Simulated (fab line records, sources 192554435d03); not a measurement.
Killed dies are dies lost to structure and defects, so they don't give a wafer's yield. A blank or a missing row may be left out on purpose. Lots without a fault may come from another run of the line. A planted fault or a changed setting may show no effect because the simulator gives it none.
fab line records | flow n5_finfet | part 1 of 2: steps 1 to 20 of 27
record lots=5 wafers=15 last_day=16
route steps=1938 shown BEOL_M14@1725
lots that met no fault: from a run of the same line without faults
start_h: hours from the record's first day to the start of the lot's first wafer shown | wait_h: hours since the lot's step before | " the same as in the row above | L1.1+2: a row that stands for several wafers | - no value, or no start given | * or withheld: withheld | < > ~ a bound
route shown NAME@n: a module of which the file shows steps, and the number in the route of the first | usual: mean/standard deviation of fault-free wafers | same: alike in all rows | chamber/n: place in a boat | sites: the reading at each site | _std_site: their standard deviation | _edge_site: outer sites' mean less inner sites' | radius_mm: how far each site lies from the wafer's centre | mask NAME#n: copy n | behind: the tool/chamber that last shaped the wafer | hold: why the lot was held/for how many hours/how that ended | device: the transistor (n, p or np) that didn't switch | end of line: the same wafers' tests at the end of the route | a step without rows: its recipe alone | killed: dies lost to structure and defects at the first sort, not the wafer's yield | map: a wafer's dies, x killed, . not, _ none there
set.NAME: the setting as run; set.NAME@STEP: as run at that earlier step | model.NAME: the simulator's own value behind a step, which no gauge read
lots at some steps of the route; a table a step, a row a wafer
services: from which hour (start_h, from the record's first day; less than 0 if before it) a tool's chamber was out of use, for how many hours, and why
## steps
# step N5_BEOL_M14_HARDBAKE_14
# recipe temp_c=130 time_s=120
# usual heater_power_total_W=148.0/0.92 resist_line_temp_C=22.98/0.1
# columns lot.wafer tool chamber start_h wait_h heater_power_total_W resist_line_temp_C
L077.2 litho_track-05 0 - - 146.7 23.07
L077.4 " 0 " " 148.2 23.07
L077.5 " 0 " " 147.6 22.93
L078.1 litho_track-01 0 - - 149.2 23.03
L078.2 " 0 " " 149.2 22.92
L078.6 " 0 " " 148.1 23.09
L074.2 litho_track-04 0 - - 147.2 22.96
L074.3 " 0 " " 146.5 22.90
L074.4 " 0 " " 149.0 23.08
L082.3 litho_track-05 0 - - 149.2 23.09
L082.5 " 0 " " 147.7 22.96
L082.6 " 0 " " 149.3 22.93
L087.2 litho_track-01 0 - - 147.1 22.92
L087.4 " 0 " " 148.8 22.94
L087.5 " 0 " " 146.4 23.00
# step N5_BEOL_M14_CD_MEAS_10
# recipe target_cd_nm=250 landing_energy_ev=500 detector=se_inlens polarity=opening
# usual cd_nm=250.4/1.6
# same landing_energy_ev=500
# columns lot.wafer tool chamber start_h wait_h cd_nm
L077.2 cd_sem-02 0 273.04 - 251.8
L077.4 " 0 " " 251.2
L077.5 " 0 " " 250.2
L078.1 cd_sem-01 0 299.16 - 250.2
L078.2 " 0 " " 248.4
L078.6 " 0 " " 253.1
L074.2 cd_sem-03 0 304.10 - 249.8
L074.3 " 0 " " 249.7
L074.4 " 0 " " 248.3
L082.3 cd_sem-02 0 306.05 - 250.1
L082.5 " 0 " " 254.6
L082.6 " 0 " " 250.2
L087.2 cd_sem-01 0 355.19 - 252.3
L087.4 " 0 " " 252.4
L087.5 " 0 " " 249.2
# step N5_BEOL_M14_OVL_MEAS_11
# recipe points_per_wafer=44
# usual V13_OVL=-2/5.9
# columns lot.wafer tool chamber start_h wait_h V13_OVL[nm]
L077.2 overlay-01 0 273.07 0.0 4
L077.4 " 0 " " -2
L077.5 " 0 " " -2
L078.1 overlay-01 0 299.19 0.0 -1
L078.2 " 0 " " 1
L078.6 " 0 " " -1
L074.2 overlay-02 0 304.12 0.0 4
L074.3 " 0 " " 1
L074.4 " 0 " " 5
L082.3 overlay-01 0 306.08 0.0 -6
L082.5 " 0 " " -8
L082.6 " 0 " " -9
L087.2 overlay-02 0 355.22 0.0 -6
L087.4 " 0 " " -8
L087.5 " 0 " " -6
# step N5_BEOL_M14_INSPECT_12
# recipe mode=adi inspect_instrument=macro
# usual raw_defect_count=2.1/1.4
# columns lot.wafer tool chamber start_h wait_h raw_defect_count
L077.2 defect_inspect-01 - 273.10 0.0 3
L077.4 " - " " 1
L077.5 " - " " 1
L078.1 defect_inspect-01 - 299.21 0.0 1
L078.2 " - " " 2
L078.6 " - " " 2
L074.2 defect_inspect-02 - 304.15 0.0 1
L074.3 " - " " 1
L074.4 " - " " 1
L082.3 defect_inspect-02 - 306.10 0.0 0
L082.5 " - " " 2
L082.6 " - " " 1
L087.2 defect_inspect-02 - 355.25 0.0 1
L087.4 " - " " 3
L087.5 " - " " 4
# step N5_BEOL_M14_DESCUM_15
# recipe chemistry=O2 time_s=7.9 source_power_w=50 bias_power_w=20 pressure_mtorr=20 rf_frequency_hz=2.712e+07 temp_c=40 o2_flow_sccm=225
# usual drypump_motor_current_A=5.6/0.51 oes_product_au=0.77/0.077 rf_vpp_V=243.7/1.2 showerhead_plenum_p_Torr=2.13/0.059 throttle_valve_pct=20.58/0.23
# columns lot.wafer tool chamber start_h wait_h drypump_motor_current_A oes_product_au rf_hours_counter_h rf_vpp_V showerhead_plenum_p_Torr throttle_valve_pct
L077.2 rie_diel-05 0 273.18 0.1 6.2 0.80 110 242.1 2.04 20.82
L077.4 " 2 " " 5.6 0.83 - 245.3 2.20 20.45
L077.5 " 0 " " 6.2 0.80 - 241.4 2.04 20.82
L078.1 rie_diel-03 0 299.24 0.0 5.7 0.71 189 244.6 2.16 20.52
L078.2 " 1 " " 5.2 0.77 158 244.4 2.10 20.56
L078.6 " 0 " " 5.7 0.72 - 243.1 2.16 20.52
L074.2 rie_diel-03 0 304.50 0.4 5.7 0.71 191 243.9 2.16 20.52
L074.3 " 3 " " 6.3 0.91 26 244.4 2.25 20.51
L074.4 " 1 " " 5.2 0.76 159 243.7 2.10 20.58
L082.3 rie_diel-01 0 306.61 0.5 6.4 0.77 136 243.1 2.09 20.23
L082.5 " 2 " " 5.0 0.69 - 245.5 2.17 20.85
L082.6 " 1 " " 5.2 0.82 - 242.7 2.13 20.57
L087.2 rie_diel-01 0 355.28 0.0 6.4 0.76 151 243.6 2.08 20.22
L087.4 " 3 " " 5.3 0.68 245 241.5 2.13 20.41
L087.5 " 3 " " 5.3 0.68 - 244.3 2.13 20.41
# step N5_BEOL_M14_ETCH_59
# recipe chemistry=N2/H2 target=BARC target_depth_a=890 overetch_a=267 time_s=67.9 ion_energy_ev=200 pressure_mtorr=30 source_w=840 bias_w=150 n2_flow_sccm=200 h2_flow_sccm=200
# usual drypump_motor_current_A=5.6/0.51 oes_product_au=0.66/0.06 rf_vpp_V=525.1/2.1 showerhead_plenum_p_Torr=2.59/0.073 throttle_valve_pct=18.00/0.12
# columns lot.wafer tool chamber start_h wait_h drypump_motor_current_A oes_product_au rf_hours_counter_h rf_vpp_V showerhead_plenum_p_Torr throttle_valve_pct
L077.2 rie_diel-05 0 273.21 0.0 6.2 0.68 110 523.3 2.45 18.02
L077.4 " 2 " " 5.6 0.70 - 529.3 2.70 18.00
L077.5 " 0 " " 6.2 0.68 - 523.2 2.45 18.05
L078.1 rie_diel-03 0 299.28 0.0 5.7 0.62 189 527.0 2.64 18.09
L078.2 " 1 " " 5.2 0.65 158 521.2 2.55 18.07
L078.6 " 0 " " 5.7 0.62 - 525.6 2.64 18.06
L074.2 rie_diel-03 0 304.54 0.0 5.7 0.61 191 526.8 2.64 18.07
L074.3 " 3 " " 6.3 0.77 26 529.0 2.72 17.87
L074.4 " 1 " " 5.2 0.65 159 524.4 2.55 18.07
L082.3 rie_diel-01 0 306.65 0.0 6.4 0.66 136 524.2 2.57 17.92
L082.5 " 2 " " 4.9 0.60 - 526.1 2.60 18.06
L082.6 " 1 " " 5.2 0.68 - 526.9 2.57 17.85
L087.2 rie_diel-01 0 355.31 0.0 6.4 0.65 151 523.9 2.56 17.93
L087.4 " 3 " " 5.3 0.58 245 526.1 2.61 17.99
L087.5 " 3 " " 5.3 0.57 - 526.4 2.61 17.99
# step N5_BEOL_M14_VIA_ETCH_16
# recipe chemistry=C4F8/O2/Ar target=SiO2 he_inner_torr=15 he_outer_torr=30 target_depth_a=12313 time_s=withheld ion_energy_ev=800 pressure_mtorr=20 source_w=1905 bias_w=2040 Ar_flow_sccm=400 C4F8_flow_sccm=16 O2_flow_sccm=12 ends=cleared
# usual drypump_motor_current_A=5.6/0.51 oes_product_au=0.69/0.068 rf_vpp_V=2231/38 showerhead_plenum_p_Torr=3.50/0.096 throttle_valve_pct=31.03/0.23
# columns lot.wafer tool chamber start_h wait_h drypump_motor_current_A oes_product_au rf_vpp_V showerhead_plenum_p_Torr throttle_valve_pct
L077.2 rie_diel-05 0 273.26 0.0 6.2 0.72 2162 3.33 31.21
L077.4 " 2 " " 5.6 0.75 2262 3.63 31.02
L077.5 " 0 " " 6.2 0.72 2162 3.33 31.21
L078.1 rie_diel-03 0 299.33 0.0 5.7 0.65 2224 3.53 30.89
L078.2 " 1 " " 5.2 0.68 2220 3.43 30.92
L078.6 " 0 " " 5.7 0.65 2223 3.53 30.88
L074.2 rie_diel-03 0 304.59 0.0 5.7 0.66 2222 3.53 30.90
L074.3 " 3 " " 6.3 0.83 2182 3.68 31.19
L074.4 " 1 " " 5.2 0.69 2220 3.43 30.92
L082.3 rie_diel-01 0 306.70 0.0 6.4 0.69 2249 3.44 30.66
L082.5 " 2 " " 5.0 0.62 2243 3.53 31.05
L082.6 " 1 " " 5.2 0.73 2238 3.47 30.93
L087.2 rie_diel-01 0 355.37 0.0 6.4 0.69 2251 3.44 30.69
L087.4 " 3 " " 5.4 0.60 2267 3.53 30.91
L087.5 " 3 " " 5.3 0.61 2267 3.53 30.92
# step N5_BEOL_M14_STRIP_63
# recipe chemistry=O2 power_w=600 temp_c=60 pressure_mtorr=30 rf_frequency_hz=6e+07 bias_power_w=0 overash_fraction=0.3 o2_flow_sccm=225
# usual drypump_motor_current_A=5.6/0.51 oes_product_au=0.77/0.077 rf_vpp_V=3.6/0.9 showerhead_plenum_p_Torr=2.14/0.059 throttle_valve_pct=16.82/0.21
# columns lot.wafer tool chamber start_h wait_h drypump_motor_current_A oes_product_au rf_hours_counter_h rf_vpp_V showerhead_plenum_p_Torr throttle_valve_pct
L077.2 rie_diel-05 0 - - 6.2 0.81 110 3.2 2.04 17.02
L077.4 " 2 " " 5.6 0.84 - 3.1 2.21 16.69
L077.5 " 0 " " 6.1 0.82 - 3.1 2.04 17.02
L078.1 rie_diel-03 0 - - 5.7 0.70 190 3.4 2.16 16.78
L078.2 " 1 " " 5.2 0.75 158 3.5 2.11 16.80
L078.6 " 0 " " 5.7 0.71 - 4.2 2.16 16.77
L074.2 rie_diel-03 0 - - 5.7 0.70 191 2.7 2.16 16.77
L074.3 " 3 " " 6.3 0.93 27 5.2 2.25 16.70
L074.4 " 1 " " 5.2 0.75 159 3.0 2.11 16.80
L082.3 rie_diel-01 0 - - 6.4 0.77 136 2.5 2.09 16.53
L082.5 " 2 " " 4.9 0.70 - 3.4 2.18 17.12
L082.6 " 1 " " 5.2 0.82 - 3.7 2.13 16.76
L087.2 rie_diel-01 0 - - 6.4 0.76 152 4.7 2.09 16.53
L087.4 " 3 " " 5.3 0.67 245 3.3 2.14 16.74
L087.5 " 3 " " 5.3 0.67 - 3.2 2.14 16.75
# step N5_BEOL_M14_STRIP_64
# recipe chemistry=O2 power_w=600 temp_c=60 pressure_mtorr=30 rf_frequency_hz=6e+07 bias_power_w=0 overash_fraction=0.3 o2_flow_sccm=225
# usual drypump_motor_current_A=5.6/0.51 oes_product_au=0.77/0.077 rf_vpp_V=3.6/0.49 showerhead_plenum_p_Torr=2.14/0.059 throttle_valve_pct=16.82/0.21
# columns lot.wafer tool chamber start_h wait_h drypump_motor_current_A oes_product_au rf_hours_counter_h rf_vpp_V showerhead_plenum_p_Torr throttle_valve_pct
L077.2 rie_diel-05 0 - - 6.2 0.81 110 3.4 2.04 17.00
L077.4 " 2 " " 5.6 0.83 - 3.7 2.21 16.68
L077.5 " 0 " " 6.2 0.80 - 4.4 2.04 17.01
L078.1 rie_diel-03 0 - - 5.7 0.71 190 2.2 2.16 16.76
L078.2 " 1 " " 5.2 0.77 158 3.5 2.11 16.80
L078.6 " 0 " " 5.7 0.71 - 2.6 2.16 16.75
L074.2 rie_diel-03 0 - - 5.7 0.71 191 3.0 2.16 16.75
L074.3 " 3 " " 6.3 0.92 27 3.7 2.25 16.68
L074.4 " 1 " " 5.2 0.76 159 4.4 2.11 16.81
L082.3 rie_diel-01 0 - - 6.4 0.77 136 4.0 2.09 16.52
L082.5 " 2 " " 5.0 0.69 - 3.3 2.18 17.12
L082.6 " 1 " " 5.2 0.82 - 3.7 2.13 16.75
L087.2 rie_diel-01 0 - - 6.4 0.76 152 4.0 2.09 16.53
L087.4 " 3 " " 5.3 0.67 245 3.7 2.14 16.72
L087.5 " 3 " " 5.3 0.67 - 3.3 2.14 16.74
# step N5_BEOL_M14_STRIP_71
# recipe chemistry=post_etch_residue_remover time_s=60 temp_c=25 remover_ph=withheld remover_water_wt_pct=withheld remover_fluoride_wt_pct=withheld
# columns lot.wafer tool chamber start_h wait_h
L077.2+4+5 wet_bench-02 2,5,6 273.55 -
L078.1+2+6 wet_bench-01 5,2,3 299.62 -
L074.2+3+4 wet_bench-06 1,5,6 304.88 -
L082.3+5+6 wet_bench-01 5,2,4 306.99 -
L087.2+4+5 wet_bench-01 2,7,0 355.66 -
# step N5_BEOL_M14_SRD_72
# recipe time_s=30 temp_c=23 rinse_liquid=diw dry=n2_spin spin_rpm=1500 dry_time_s=30
# usual do_supply_ppb=10.00/0.099
# same dry_time_s=30
# columns lot.wafer tool chamber start_h wait_h do_supply_ppb
L077.2 wet_bench-02 2 273.57 0.0 10.02
L077.4 " 5 " " 10.00
L077.5 " 6 " " 9.97
L078.1 wet_bench-01 5 299.64 0.0 9.87
L078.2 " 2 " " 10.00
L078.6 " 3 " " 9.99
L074.2 wet_bench-06 1 304.90 0.0 10.09
L074.3 " 5 " " 10.08
L074.4 " 6 " " 10.07
L082.3 wet_bench-01 5 307.01 0.0 9.98
L082.5 " 2 " " 10.07
L082.6 " 4 " " 10.02
L087.2 wet_bench-01 2 355.67 0.0 9.85
L087.4 " 7 " " 10.09
L087.5 " 0 " " 10.04
# step N5_BEOL_M14_CD_MEAS_17
# recipe target_cd_nm=250 polarity=opening
# usual cd_nm=250.8/1.8
# columns lot.wafer tool chamber start_h wait_h cd_nm
L077.2 cd_sem-03 - 273.62 0.0 252.0
L077.4 " - " " 251.8
L077.5 " - " " 250.4
L078.1 cd_sem-03 - 299.68 0.0 249.9
L078.2 " - " " 250.2
L078.6 " - " " 253.5
L074.2 cd_sem-02 - 304.94 0.0 248.7
L074.3 " - " " 250.0
L074.4 " - " " 249.4
L082.3 cd_sem-01 - 307.05 0.0 250.9
L082.5 " - " " 255.2
L082.6 " - " " 250.2
L087.2 cd_sem-01 - 355.72 0.0 253.1
L087.4 " - " " 253.1
L087.5 " - " " 250.5
# step N5_BEOL_M14_COAT_65
# recipe resist=SOC temp_c=250 time_s=60 spin_rpm=1500 resist_thk_nm=450
# usual heater_power_total_W=500.4/1.9 resist_line_temp_C=23.03/0.1
# columns lot.wafer tool chamber start_h wait_h heater_power_total_W resist_line_temp_C
L077.2 litho_track-05 0 273.65 0.0 501.8 22.85
L077.4 " 0 " " 502.6 22.96
L077.5 " 0 " " 498.4 23.16
L078.1 litho_track-05 0 299.72 0.0 500.0 22.88
L078.2 " 0 " " 502.9 23.19
L078.6 " 0 " " 500.7 23.05
L074.2 litho_track-04 0 304.97 0.0 499.3 22.95
L074.3 " 0 " " 499.9 22.96
L074.4 " 0 " " 497.3 23.04
L082.3 litho_track-04 0 307.08 0.0 499.9 22.94
L082.5 " 0 " " 500.2 23.01
L082.6 " 0 " " 503.0 22.95
L087.2 litho_track-04 0 355.75 0.0 502.2 23.17
L087.4 " 0 " " 497.5 23.16
L087.5 " 0 " " 499.1 23.22
# step N5_BEOL_M14_COAT_66
# recipe resist=SiARC temp_c=220 time_s=60 spin_rpm=1500 resist_thk_nm=110
# usual heater_power_total_W=427.7/2.2 resist_line_temp_C=22.98/0.1
# columns lot.wafer tool chamber start_h wait_h heater_power_total_W resist_line_temp_C
L077.2 litho_track-05 0 - - 426.5 22.93
L077.4 " 0 " " 429.5 23.05
L077.5 " 0 " " 430.7 22.92
L078.1 litho_track-05 0 - - 426.1 22.97
L078.2 " 0 " " 429.1 22.98
L078.6 " 0 " " 424.1 22.84
L074.2 litho_track-04 0 - - 424.5 22.86
L074.3 " 0 " " 428.2 23.03
L074.4 " 0 " " 426.3 22.77
L082.3 litho_track-04 0 - - 425.1 22.96
L082.5 " 0 " " 429.6 23.07
L082.6 " 0 " " 430.0 23.08
L087.2 litho_track-04 0 - - 424.4 23.14
L087.4 " 0 " " 428.9 22.94
L087.5 " 0 " " 430.3 22.88
# step N5_BEOL_M14_COAT_22
# recipe spin_rpm=2888 resist_thk_nm=300
# usual resist_line_temp_C=23.02/0.11
# columns lot.wafer tool chamber start_h wait_h resist_line_temp_C
L077.2 litho_track-05 0 - - 23.13
L077.4 " 0 " " 23.10
L077.5 " 0 " " 22.95
L078.1 litho_track-05 0 - - 23.11
L078.2 " 0 " " 22.99
L078.6 " 0 " " 23.06
L074.2 litho_track-04 0 - - 23.13
L074.3 " 0 " " 23.11
L074.4 " 0 " " 23.18
L082.3 litho_track-04 0 - - 23.20
L082.5 " 0 " " 23.21
L082.6 " 0 " " 23.25
L087.2 litho_track-04 0 - - 22.93
L087.4 " 0 " " 23.05
L087.5 " 0 " " 23.10
# step N5_BEOL_M14_EBR_24
# recipe solvent=PGMEA ebr_width_mm=1.5
# usual resist_line_temp_C=22.99/0.12
# columns lot.wafer tool chamber start_h wait_h resist_line_temp_C
L077.2 litho_track-05 0 - - 22.90
L077.4 " 0 " " 22.95
L077.5 " 0 " " 23.10
L078.1 litho_track-05 0 - - 22.98
L078.2 " 0 " " 23.00
L078.6 " 0 " " 22.92
L074.2 litho_track-04 0 - - 23.07
L074.3 " 0 " " 23.04
L074.4 " 0 " " 23.06
L082.3 litho_track-04 0 - - 22.96
L082.5 " 0 " " 22.99
L082.6 " 0 " " 22.94
L087.2 litho_track-04 0 - - 23.01
L087.4 " 0 " " 23.14
L087.5 " 0 " " 23.08
# step N5_BEOL_M14_SOFTBAKE_23
# recipe temp_c=130 time_s=60
# usual heater_power_total_W=218.7/1.6 resist_line_temp_C=22.97/0.11
# columns lot.wafer tool chamber start_h wait_h heater_power_total_W resist_line_temp_C
L077.2 litho_track-05 0 - - 217.3 22.97
L077.4 " 0 " " 218.7 22.93
L077.5 " 0 " " 219.1 22.85
L078.1 litho_track-05 0 - - 218.9 23.01
L078.2 " 0 " " 217.1 22.89
L078.6 " 0 " " 217.0 22.88
L074.2 litho_track-04 0 - - 217.9 22.89
L074.3 " 0 " " 218.5 22.84
L074.4 " 0 " " 219.1 22.86
L082.3 litho_track-04 0 - - 217.3 22.91
L082.5 " 0 " " 219.0 23.02
L082.6 " 0 " " 220.1 22.98
L087.2 litho_track-04 0 - - 216.9 22.88
L087.4 " 0 " " 219.2 23.08
L087.5 " 0 " " 217.5 22.95
# step N5_BEOL_M14_EXPOSE_25
# recipe mask_id=M14 na=0.8 source_shape=annular sigma_inner=0.5 sigma_outer=0.8 polarization=unpolarized target_cd_nm=280 dose_mj=26.6
# usual reticle_temp_C=22.98/0.11 stage_vel_mm_s=500.02/0.24
# same na=0.8
# columns lot.wafer tool chamber start_h wait_h mask reticle_temp_C stage_vel_mm_s
L077.2 krf_scanner-02 0 273.93 - M14#0 22.81 500.06
L077.4 " 0 " " M14#0 22.87 499.50
L077.5 " 0 " " M14#0 23.03 499.84
L078.1 krf_scanner-02 0 299.96 - M14#0 22.91 500.11
L078.2 " 0 " " M14#0 22.94 499.86
L078.6 " 0 " " M14#0 22.95 499.97
L074.2 krf_scanner-02 0 305.22 - M14#0 22.83 499.70
L074.3 " 0 " " M14#0 23.06 499.84
L074.4 " 0 " " M14#0 22.93 499.82
L082.3 krf_scanner-02 0 307.21 - M14#0 22.84 500.05
L082.5 " 0 " " M14#0 22.78 500.37
L082.6 " 0 " " M14#0 23.03 500.32
L087.2 krf_scanner-02 0 355.87 - M14#0 23.11 500.05
L087.4 " 0 " " M14#0 23.07 500.06
L087.5 " 0 " " M14#0 23.04 499.91
# step N5_BEOL_M14_PEB_26
# recipe peb_temp_c=130 peb_time_s=90
# usual heater_power_total_W=172.5/0.72 resist_line_temp_C=23.01/0.1
# columns lot.wafer tool chamber start_h wait_h heater_power_total_W resist_line_temp_C
L077.2 litho_track-01 0 273.98 0.0 172.3 22.87
L077.4 " 0 " " 171.8 23.00
L077.5 " 0 " " 172.2 22.75
L078.1 litho_track-05 0 300.02 0.1 172.3 23.00
L078.2 " 0 " " 172.9 22.94
L078.6 " 0 " " 173.2 23.11
L074.2 litho_track-05 0 305.27 0.0 172.1 22.90
L074.3 " 0 " " 172.1 23.14
L074.4 " 0 " " 171.7 23.03
L082.3 litho_track-01 0 307.26 0.0 171.7 22.99
L082.5 " 0 " " 172.7 23.02
L082.6 " 0 " " 172.0 23.06
L087.2 litho_track-04 0 355.93 0.0 173.2 23.13
L087.4 " 0 " " 170.8 23.14
L087.5 " 0 " " 172.7 23.08
# step N5_BEOL_M14_DEVELOP_27
# recipe develop_time_s=45 rinse_liquid=diw dry=air_spin dev_temp_c=21
# usual resist_line_temp_C=22.99/0.095
# same develop_time_s=45
# columns lot.wafer tool chamber start_h wait_h resist_line_temp_C
L077.2 litho_track-01 0 - - 22.98
L077.4 " 0 " " 22.89
L077.5 " 0 " " 23.06
L078.1 litho_track-05 0 - - 22.90
L078.2 " 0 " " 23.17
L078.6 " 0 " " 23.06
L074.2 litho_track-05 0 - - 22.97
L074.3 " 0 " " 22.85
L074.4 " 0 " " 22.94
L082.3 litho_track-01 0 - - 23.12
L082.5 " 0 " " 22.92
L082.6 " 0 " " 22.86
L087.2 litho_track-04 0 - - 22.93
L087.4 " 0 " " 22.94
L087.5 " 0 " " 22.96
